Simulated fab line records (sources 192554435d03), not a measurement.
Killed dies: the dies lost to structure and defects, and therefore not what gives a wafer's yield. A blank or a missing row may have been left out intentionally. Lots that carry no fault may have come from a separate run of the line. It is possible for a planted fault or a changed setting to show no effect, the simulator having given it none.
Struck lot and sound lot, side by side || flow n5 finfet || 14 out of 1938 route steps
Sound: these wafers, L993.4, L993.5, L993.6. The struck wafers were L103.4, L103.5, L103.6. Last of all comes the cause.
At each step with rows: each side's tool, then ch and its chambers, then its first start. Under that, the readings that differ: sound wafers || struck wafers || difference of the means || sigmas: that difference in standard deviations of wafers without a fault.
alike: same words and numbers on both sides, and readings whose means sit less than 2 such deviations apart. not compared: any withheld reading, any reading some wafer has no value for, any bound like >300 that may hide the same value, and any number with overlapping values for which the record gives no deviation.
Wherever a step has rows on one side only, a row that says differs or no value, or a row with sigmas, the two part there. Numbers that have no deviation but don't overlap get no sigmas and don't part them. A reading that every wafer of one side lacks parts them only if that side has two wafers or more.

first, 3 steps without rows for these wafers: N5_SD_EPI_P_PRECLEAN_32 (cleans in dHF, time 10 s); N5_SD_EPI_P_PRECLEAN_33 (cleans in SC2, time 45 s); N5_SD_EPI_P_SRD_25 (time 30 s).
N5_SD_EPI_P_INSPECT_26: inspects for defects (darkfield).
  sound: defect inspect-01 at day 3 15:38; struck: defect inspect-02 at day 6 05:36
  alike: raw defect count
N5_SD_ACTIVATION_RTA_00: time 0 s.
  sound on rtp anneal-02 ch 0, day 3 15:44; struck on rtp anneal-02 ch 0, day 6 05:46
  alike: lamp power pct, lamp_zone_2_pct, wafer_temp_C_max
N5_SD_ACTIVATION_LSA_01: time 0.0008 s.
  sound on laser anneal-02 ch 0, day 3 15:58; struck on laser anneal-02 ch 0, day 6 05:58
  alike: wafer_temp_C_max
N5_SD_ACTIVATION_RS_MEAS_03: measurement is done with a four-point probe.
  sound: film metro-01 at day 3 16:08; struck: film metro-02 at day 6 06:08
{"reading": "RS_SD_N (ohm/sq)", "sound": "22.2 22.3 22.0", "struck": "21.8 21.4 21.5", "difference": -0.6, "sigmas": -2}
{"reading": "RS_SD_P (ohm/sq)", "sound": "56.1 57.1 57.4", "struck": "55.1 55.3 55.0", "difference": -1.7, "sigmas": -2}
N5_SD_ACTIVATION_INSPECT_02: inspects for defects (darkfield).
  sound: defect inspect-01 at day 3 16:23; struck: defect inspect-01 at day 6 06:25
  alike: raw defect count
N5_ILD0_LINER_00: material SiNx, target thk 4 nm, pulse time 1 s, purge time 2 s.
  sound on ald sin-02 ch 2,3, day 3 16:32; struck on ald sin-02 ch 0,1, day 6 06:32
  alike: chamber pressure Torr, heater power w, precursor pulse height rel
  not compared: since wet clean h
then, 2 steps without rows for these wafers: N5_ILD0_FCVD_FILL_01 (material SiO2 flowable, target thk 200 nm, time 328.3 s); N5_ILD0_CURE_02 (time 1800 s).
N5_ILD0_CMP_03: polishes, stops on SiNx, t overpolish 1.9 s, target thk 197.38 nm.
  sound on cmp-01 ch 1,2,3, day 3 18:59; struck on cmp-03 ch 0,1,3, day 6 08:58
{"reading": "head pressure psi (psi)", "sound": "4.154 4.148 4.159", "struck": "4.794 4.803 4.790", "difference": "+0.642", "sigmas": "+69"}
{"reading": "motor current A (A)", "sound": "10.5 11.0 10.6", "struck": "12.8 15.3 16.9", "difference": "+4.3", "sigmas": "+3"}
{"reading": "time to endpoint s (s)", "sound": "68.9 65.8 69.4", "struck": "55.7 56.8 55.9", "difference": -11.9, "sigmas": -4}
  alike: overpolish run s
  not compared: pad life wafers
N5_ILD0_THK_MEAS_04:
  sound: film metro-01 at day 3 19:12; struck: film metro-02 at day 6 09:11
{"reading": "thk nm (nm)", "sound": "195.8 198.1 196.6", "struck": "195.2 194.5 194.0", "difference": -2.3, "sigmas": -2}
-- the record jumps here: 4 days lie between the struck wafers' starts before and after (it left off in module ILD0 and takes up again in module BEOL_M4, whose first step shown is number 1111 of the route) --
N5_BEOL_M4_RC_MEAS_101:
  sound on prober-01 ch 0, day 8 03:38; struck on prober-02 ch 0, day 10 16:26
{"reading": "DIBL_P (mV/V)", "sound": "34.1 36.0 33.8", "struck": "38.4 38.1 37.9", "difference": "+3.5", "sigmas": "+2"}
{"reading": "IOFF_N (nA/um)", "sound": "0.126 0.153 0.126", "struck": "0.217 0.190 0.180", "difference": "+0.061", "sigmas": "+3"}
{"reading": "IOFF_P (nA/um)", "sound": "0.197 0.229 0.191", "struck": "0.288 0.275 0.271", "difference": "+0.072", "sigmas": "+2"}
{"reading": "ION_N (uA/um)", "sound": "664 663 667", "struck": "693 686 684", "difference": "+23", "sigmas": "+3"}
{"reading": "ION_P (uA/um)", "sound": "463 462 460", "struck": "475 478 476", "difference": "+15", "sigmas": "+2"}
{"reading": "VT_N (mV)", "sound": "258.0 254.3 257.9", "struck": "245.6 245.2 247.6", "difference": -10.6, "sigmas": -4}
{"reading": "VT_P (mV)", "sound": "-250 -247 -251", "struck": "-242 -246 -242", "difference": "+6", "sigmas": "+2"}
  alike: DIBL_N, SS_N, SS_P

WHERE THEY PART
At N5_SD_ACTIVATION_RS_MEAS_03 first; at N5_BEOL_M4_RC_MEAS_101 last (within this record only).

WHY: what the simulator had put in
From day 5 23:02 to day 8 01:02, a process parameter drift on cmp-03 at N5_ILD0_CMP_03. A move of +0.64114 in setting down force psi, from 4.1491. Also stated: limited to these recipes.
